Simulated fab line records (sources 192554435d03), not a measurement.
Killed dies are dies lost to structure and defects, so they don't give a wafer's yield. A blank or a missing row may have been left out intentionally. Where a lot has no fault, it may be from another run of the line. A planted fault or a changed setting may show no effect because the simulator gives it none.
Chamber matching | flow n5 finfet | N5_BEOL_M0_SAQP_MANDREL1_REMOVE_100 on rie si-02: 4 sister chambers
The step chemistry HBr/Cl2/O2, target a-Si, stops on SiNx, bt time 10 s. 8 wafers are shown with their chamber, then 7 later ones without.

WAFERS WITH THEIR CHAMBER
wafer  | chamber | throttle valve pct (%) | drypump motor current A (A)
L078.6 | 0       | 36.39                  | 5.83
L081.2 | 2       | 37.21                  | 5.91
L081.4 | 0       | 36.40                  | 5.82
L089.1 | 3       | 37.22                  | 6.22
L089.4 | 2       | 37.22                  | 5.90
L089.6 | 1       | 37.23                  | 5.85
L090.1 | 3       | 37.22                  | 6.26
L090.3 | 1       | 37.24                  | 5.83

WAFERS WHOSE CHAMBER IS MISSING
wafer  | throttle valve pct (%) | drypump motor current A (A)
L090.6 | 36.38                  | 5.80
L091.1 | 37.21                  | 6.22
L091.2 | 36.39                  | 5.83
L091.3 | 37.25                  | 5.86
L094.2 | 36.39                  | 5.80
L094.5 | 37.21                  | 6.24
L094.6 | 36.40                  | 5.82

EACH ONE'S CHAMBER
wafer  | from the rows above | in truth
L090.6 | 0                   | 0
L091.1 | 3                   | 3
L091.2 | 0                   | 0
L091.3 | 1                   | 1
L094.2 | 0                   | 0
L094.5 | 3                   | 3
L094.6 | 0                   | 0
7 of 7 placed correctly. Not placeable from these rows: 0. Wrongly placed: 0.
How it was worked out, from the rows above alone: a wafer's distance from a chamber is the root of the sum, over the readings, of the square of ((its reading less the chamber's mean) divided by the reading's scatter). If the next closest chamber is less than 2 further off than the closest, the wafer can't be placed; otherwise it belongs to the closest. The mean given for a chamber averages the wafers shown for that chamber. The scatter: the root of (the sum of the squares of (reading less its chamber's mean) over the shown wafers, divided by (wafers less chambers)).
